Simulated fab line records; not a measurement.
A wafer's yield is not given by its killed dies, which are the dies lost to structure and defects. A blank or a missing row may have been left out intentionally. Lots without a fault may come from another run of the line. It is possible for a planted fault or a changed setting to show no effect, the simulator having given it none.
Split-lot trial || flow n5Finfet || route with 1938 steps; 7 lots, 33 wafers read

== ON THE SPLIT ==
At N5_BEOL_M13_ETCH_59 (etches BARC in N2/H2, target depth 89 nm, overetch 26.7 nm, time 67.9 s), the setting timeS was moved away from the recipe's 67.9 s on 6 of the 33 wafers read, by -52.1% to -27.7%. The other wafers ran this setting at the recipe's value.

== FROM THE SPLIT TO THE READING: what the file shows between them, 5 steps ==
- N5_BEOL_M13_VIA_ETCH_16: etches SiOC in C4F8/O2/Ar, target depth 921.7 nm
- N5_BEOL_M13_STRIP_63: strips in N2/H2
- N5_BEOL_M13_STRIP_64: strips in N2/H2
- N5_BEOL_M13_STRIP_71: strips in post etch residue remover, time 60 s
- N5_BEOL_M13_SRD_72: time 30 s, dry time 30 s

== THE READING ==
cdNm (nm) at N5_BEOL_M13_CD_MEAS_17, where the cd target is 190 nm. Typical for fault-free wafers on this fab line: 190.4 nm, with standard deviation 1.4 nm.

{"wafer": "L079.1", "tool, chamber at the split": "rieDiel-02, 2", "timeS as run, s": 67.9, "against the recipe": "recipe", "cdNm, nm": 192.4, "against lot-mates on the recipe": "-"}
{"wafer": "L079.2", "tool, chamber at the split": "rieDiel-02, 3", "timeS as run, s": 67.9, "against the recipe": "recipe", "cdNm, nm": 191.9, "against lot-mates on the recipe": "-"}
{"wafer": "L079.3", "tool, chamber at the split": "rieDiel-02, 0", "timeS as run, s": 67.9, "against the recipe": "recipe", "cdNm, nm": 191.1, "against lot-mates on the recipe": "-"}
{"wafer": "L079.4", "tool, chamber at the split": "rieDiel-02, 1", "timeS as run, s": 67.9, "against the recipe": "recipe", "cdNm, nm": 192.8, "against lot-mates on the recipe": "-"}
{"wafer": "L079.5", "tool, chamber at the split": "rieDiel-02, 0", "timeS as run, s": 67.9, "against the recipe": "recipe", "cdNm, nm": 191.6, "against lot-mates on the recipe": "-"}
{"wafer": "L079.6", "tool, chamber at the split": "rieDiel-02, 1", "timeS as run, s": 67.9, "against the recipe": "recipe", "cdNm, nm": 191.6, "against lot-mates on the recipe": "-"}
{"wafer": "L084.1", "tool, chamber at the split": "rieDiel-02, 1", "timeS as run, s": 67.9, "against the recipe": "recipe", "cdNm, nm": 189.1, "against lot-mates on the recipe": "-"}
{"wafer": "L084.2", "tool, chamber at the split": "rieDiel-02, 0", "timeS as run, s": 67.9, "against the recipe": "recipe", "cdNm, nm": 188.2, "against lot-mates on the recipe": "-"}
{"wafer": "L084.3", "tool, chamber at the split": "rieDiel-02, 3", "timeS as run, s": 67.9, "against the recipe": "recipe", "cdNm, nm": 189.4, "against lot-mates on the recipe": "-"}
{"wafer": "L084.4", "tool, chamber at the split": "rieDiel-02, 2", "timeS as run, s": 67.9, "against the recipe": "recipe", "cdNm, nm": 188.8, "against lot-mates on the recipe": "-"}
{"wafer": "L084.5", "tool, chamber at the split": "rieDiel-02, 1", "timeS as run, s": 67.9, "against the recipe": "recipe", "cdNm, nm": 188.9, "against lot-mates on the recipe": "-"}
{"wafer": "L084.6", "tool, chamber at the split": "rieDiel-02, 0", "timeS as run, s": 67.9, "against the recipe": "recipe", "cdNm, nm": 187.8, "against lot-mates on the recipe": "-"}
{"wafer": "L089.3", "tool, chamber at the split": "rieDiel-02, 2", "timeS as run, s": 49.08, "against the recipe": "-27.7%", "cdNm, nm": 185.4, "against lot-mates on the recipe": -5.5}
{"wafer": "L089.5", "tool, chamber at the split": "rieDiel-02, 3", "timeS as run, s": 67.9, "against the recipe": "recipe", "cdNm, nm": 190.9, "against lot-mates on the recipe": "-"}
{"wafer": "L089.6", "tool, chamber at the split": "rieDiel-02, 2", "timeS as run, s": 67.9, "against the recipe": "recipe", "cdNm, nm": 191.0, "against lot-mates on the recipe": "-"}
{"wafer": "L088.3", "tool, chamber at the split": "rieDiel-03, 0", "timeS as run, s": 45.11, "against the recipe": "-33.6%", "cdNm, nm": 185.6, "against lot-mates on the recipe": -4.7}
{"wafer": "L088.4", "tool, chamber at the split": "rieDiel-03, 2", "timeS as run, s": 45.11, "against the recipe": "-33.6%", "cdNm, nm": 185.5, "against lot-mates on the recipe": -4.8}
{"wafer": "L088.6", "tool, chamber at the split": "rieDiel-03, 3", "timeS as run, s": 67.9, "against the recipe": "recipe", "cdNm, nm": 190.3, "against lot-mates on the recipe": "-"}
{"wafer": "L092.1", "tool, chamber at the split": "rieDiel-06, 1", "timeS as run, s": 67.9, "against the recipe": "recipe", "cdNm, nm": 190.7, "against lot-mates on the recipe": "-"}
{"wafer": "L092.2", "tool, chamber at the split": "rieDiel-06, 0", "timeS as run, s": 67.9, "against the recipe": "recipe", "cdNm, nm": 190.3, "against lot-mates on the recipe": "-"}
{"wafer": "L092.3", "tool, chamber at the split": "rieDiel-06, 2", "timeS as run, s": 67.9, "against the recipe": "recipe", "cdNm, nm": 190.7, "against lot-mates on the recipe": "-"}
{"wafer": "L092.4", "tool, chamber at the split": "rieDiel-06, 3", "timeS as run, s": 67.9, "against the recipe": "recipe", "cdNm, nm": 191.0, "against lot-mates on the recipe": "-"}
{"wafer": "L092.5", "tool, chamber at the split": "rieDiel-06, 1", "timeS as run, s": 67.9, "against the recipe": "recipe", "cdNm, nm": 189.5, "against lot-mates on the recipe": "-"}
{"wafer": "L092.6", "tool, chamber at the split": "rieDiel-06, 2", "timeS as run, s": 67.9, "against the recipe": "recipe", "cdNm, nm": 190.5, "against lot-mates on the recipe": "-"}
{"wafer": "L094.1", "tool, chamber at the split": "rieDiel-03, 2", "timeS as run, s": 67.9, "against the recipe": "recipe", "cdNm, nm": 191.5, "against lot-mates on the recipe": "-"}
{"wafer": "L094.4", "tool, chamber at the split": "rieDiel-03, 0", "timeS as run, s": 67.9, "against the recipe": "recipe", "cdNm, nm": 191.8, "against lot-mates on the recipe": "-"}
{"wafer": "L094.6", "tool, chamber at the split": "rieDiel-03, 3", "timeS as run, s": 67.9, "against the recipe": "recipe", "cdNm, nm": 192.9, "against lot-mates on the recipe": "-"}
{"wafer": "L096.1", "tool, chamber at the split": "rieDiel-03, 1", "timeS as run, s": 32.53, "against the recipe": "-52.1%", "cdNm, nm": 184.5, "against lot-mates on the recipe": -6.8}
{"wafer": "L096.2", "tool, chamber at the split": "rieDiel-03, 0", "timeS as run, s": 32.53, "against the recipe": "-52.1%", "cdNm, nm": 184.0, "against lot-mates on the recipe": -7.3}
{"wafer": "L096.3", "tool, chamber at the split": "rieDiel-03, 2", "timeS as run, s": 67.9, "against the recipe": "recipe", "cdNm, nm": 191.4, "against lot-mates on the recipe": "-"}
{"wafer": "L096.4", "tool, chamber at the split": "rieDiel-03, 3", "timeS as run, s": 67.9, "against the recipe": "recipe", "cdNm, nm": 191.3, "against lot-mates on the recipe": "-"}
{"wafer": "L096.5", "tool, chamber at the split": "rieDiel-03, 3", "timeS as run, s": 32.53, "against the recipe": "-52.1%", "cdNm, nm": 183.9, "against lot-mates on the recipe": -7.4}
{"wafer": "L096.6", "tool, chamber at the split": "rieDiel-03, 2", "timeS as run, s": 67.9, "against the recipe": "recipe", "cdNm, nm": 191.1, "against lot-mates on the recipe": "-"}

THE FIT
A straight line over all 33 wafers: cdNm changes by +0.135 nm for each +1% of timeS; r = +0.88; the points scatter about the line by 1.3 nm.
The same after taking each lot's own level away (the mean of its wafers on the recipe; 33 wafers): +0.142 nm for each +1%; r = +0.98; scatter 0.54 nm.
Per that fit: largest timeS move, reading shift of 7.4 nm.
The span of the lots' own levels, 188.70 to 192.07 nm, comes to 2.4 times the standard deviation stated above.
The two slopes are in agreement: the lot-to-lot level therefore moves the slope only a little.
Check: -7.61 nm against its lot-mates is what the line predicts for one of the wafers moved furthest among these (-52.1%) when that wafer is left out of the fit. It came out at -6.77 nm against them.

== FURTHER SPLITS ON THESE WAFERS ==
Note: prior to the reading, these wafers also went through further splits. Each is held against what the fit with the lots' levels taken away leaves over:
{"other split on the same wafers": "N5_BEOL_M11_ILD_DEP_00 targetThkA", "wafers away from the commonest value": 10, "r with cdNm (lot level and that fit taken away)": -0.05}

== THE WHOLE CHAIN: every reading that the file lists as answering this split, in the file's order ==
{"step": "N5_BEOL_M13_ETCH_59", "what it does": "etches BARC in N2/H2, target depth 89 nm, overetch 26.7 nm, time 67.9 s", "reading": "coat_of_BEOL_M13_COAT_04.thkNm (the simulator's own value, which no gauge read)", "change (the file's fit)": "-0.65 nm for each +1% of the setting", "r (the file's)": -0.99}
{"step": "N5_BEOL_M13_ETCH_59", "what it does": "etches BARC in N2/H2, target depth 89 nm, overetch 26.7 nm, time 67.9 s", "reading": "etch.depthNm (the simulator's own value, which no gauge read)", "change (the file's fit)": "+0.517 nm for each +1% of the setting", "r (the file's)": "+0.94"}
{"step": "N5_BEOL_M13_VIA_ETCH_16", "what it does": "etches SiOC in C4F8/O2/Ar, target depth 921.7 nm", "reading": "coat_of_BEOL_M13_COAT_04.thkNm (the simulator's own value, which no gauge read)", "change (the file's fit)": "-0.672 nm for each +1% of the setting", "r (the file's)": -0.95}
{"step": "N5_BEOL_M13_STRIP_63", "what it does": "strips in N2/H2", "reading": "stripTimeToEndpointS", "change (the file's fit)": "withheld for each +1% of the setting", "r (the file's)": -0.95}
{"step": "N5_BEOL_M13_CD_MEAS_17", "what it does": "target cd 190 nm", "reading": "cdNm", "change (the file's fit)": "+0.143 nm for each +1% of the setting", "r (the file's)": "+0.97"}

== FILE'S OWN FIT ==
cdNm changes by +0.143 nm for each +1% of timeS, r = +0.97.
